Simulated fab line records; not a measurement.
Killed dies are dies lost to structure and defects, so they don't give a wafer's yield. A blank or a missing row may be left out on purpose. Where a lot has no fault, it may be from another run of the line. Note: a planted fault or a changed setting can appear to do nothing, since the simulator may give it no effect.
Shared-tool check :: flow nand-harc :: 33 wafers sampled across 11 lots

WHAT PROMPTED THE OPENING
Flagged at NHARC_P_M0_CD_MEAS_09: reading cd-nm, on 2 of 11 lots. Fault-free wafers read 90.0 nm, with a standard deviation of 0.67.
Rule: a lot is flagged in two cases, either no wafer of it has a number, or all its wafers with numbers fall more than 4 standard deviations from that mean. All remaining lots are regarded as sound.

lot: L151
measured: day 5 20:27
on: cd-sem-02
cd-nm (nm), wafer by wafer: 89.6 89.0 89.8
flag: 

lot: L152
measured: day 5 22:15
on: cd-sem-01
cd-nm (nm), wafer by wafer: 89.8 90.7 90.2
flag: 

lot: L153
measured: day 6 09:44
on: cd-sem-01
cd-nm (nm), wafer by wafer: 90.0 90.7 89.7
flag: 

lot: L154
measured: day 6 12:34
on: cd-sem-03
cd-nm (nm), wafer by wafer: 89.8 89.9 90.4
flag: 

lot: L156
measured: day 6 23:53
on: cd-sem-02
cd-nm (nm), wafer by wafer: 90.2 88.8 89.1
flag: 

lot: L160
measured: day 8 00:17
on: cd-sem-02
cd-nm (nm), wafer by wafer: 89.9 90.7 90.8
flag: 

lot: L167
measured: day 10 00:52
on: cd-sem-01
cd-nm (nm), wafer by wafer: 90.5 89.5 90.0
flag: 

lot: L168
measured: day 10 05:32
on: cd-sem-03
cd-nm (nm), wafer by wafer: 87.0 86.7 86.7
flag: FLAGGED

lot: L171
measured: day 10 17:59
on: cd-sem-01
cd-nm (nm), wafer by wafer: 86.7 86.8 86.5
flag: FLAGGED

lot: L173
measured: day 11 01:52
on: cd-sem-02
cd-nm (nm), wafer by wafer: 90.2 89.8 91.0
flag: 

lot: L174
measured: day 11 14:31
on: cd-sem-03
cd-nm (nm), wafer by wafer: 89.6 89.4 89.8
flag: 
On average the flagged lots' numbers are 86.7 nm, which is -3.3 nm against the usual, or -5 standard deviations.

LOT BY LOT: THE TOOL USED
The record keeps 1 process step preceding the reading, out of 1159 steps on the route. Read each cell as the tool, then ch plus the chambers that the sampled wafers visited, then the start.
lot: L151
flag: 
NHARC_P_M0_PEB_07: litho-track-06 ch 0, day 5 20:22

lot: L152
flag: 
NHARC_P_M0_PEB_07: litho-track-04 ch 0, day 5 22:10

lot: L153
flag: 
NHARC_P_M0_PEB_07: litho-track-06 ch 0, day 6 09:40

lot: L154
flag: 
NHARC_P_M0_PEB_07: litho-track-04 ch 0, day 6 12:29

lot: L156
flag: 
NHARC_P_M0_PEB_07: litho-track-06 ch 0, day 6 23:49

lot: L160
flag: 
NHARC_P_M0_PEB_07: litho-track-04 ch 0, day 8 00:11

lot: L167
flag: 
NHARC_P_M0_PEB_07: litho-track-01 ch 0, day 10 00:47

lot: L168
flag: FLAGGED
NHARC_P_M0_PEB_07: litho-track-04 ch 0, day 10 05:28

lot: L171
flag: FLAGGED
NHARC_P_M0_PEB_07: litho-track-04 ch 0, day 10 17:55

lot: L173
flag: 
NHARC_P_M0_PEB_07: litho-track-01 ch 0, day 11 01:47

lot: L174
flag: 
NHARC_P_M0_PEB_07: litho-track-01 ch 0, day 11 14:26
What the steps here do:
- NHARC_P_M0_PEB_07: peb time 65 s.
- NHARC_P_M0_CD_MEAS_09: target cd 90 nm.

FLAGGED OVER TOTAL, TOOL BY TOOL (the gauges that took the reading come last)
step: NHARC_P_M0_PEB_07
tool: litho-track-01
lots run: 3
flagged: 0
share of the flagged lots: none
sound lots run after its first flagged lot: -

step: NHARC_P_M0_PEB_07
tool: litho-track-04
lots run: 5
flagged: 2
share of the flagged lots: all
sound lots run after its first flagged lot: 0

step: NHARC_P_M0_PEB_07
tool: litho-track-06
lots run: 3
flagged: 0
share of the flagged lots: none
sound lots run after its first flagged lot: -

step: NHARC_P_M0_CD_MEAS_09
tool: cd-sem-01
lots run: 4
flagged: 1
share of the flagged lots: some
sound lots run after its first flagged lot: 0

step: NHARC_P_M0_CD_MEAS_09
tool: cd-sem-02
lots run: 4
flagged: 0
share of the flagged lots: none
sound lots run after its first flagged lot: -

step: NHARC_P_M0_CD_MEAS_09
tool: cd-sem-03
lots run: 3
flagged: 1
share of the flagged lots: some
sound lots run after its first flagged lot: 1 (L174)

WHAT THE TABLE PERMITS
Rows of the table that ran each flagged lot: 1, that is litho-track-04 at NHARC_P_M0_PEB_07.
- litho-track-04 at NHARC_P_M0_PEB_07: 2 of its 5 lots flagged. Last sound lot L160 at day 8 00:11, first flagged lot L168 at day 10 05:28; a fault beginning in between fits. Its own readings lie more than 4 standard deviations out on every wafer of the flagged lots: plate-temp-C.
What remains is a single tool, litho-track-04 at NHARC_P_M0_PEB_07.

WHAT THE SIMULATOR PUT IN
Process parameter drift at NHARC_P_M0_PEB_07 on litho-track-04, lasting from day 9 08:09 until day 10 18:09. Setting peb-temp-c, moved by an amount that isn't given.
Lots struck among those shown: L168, L171. The rule given above showed the same thing.
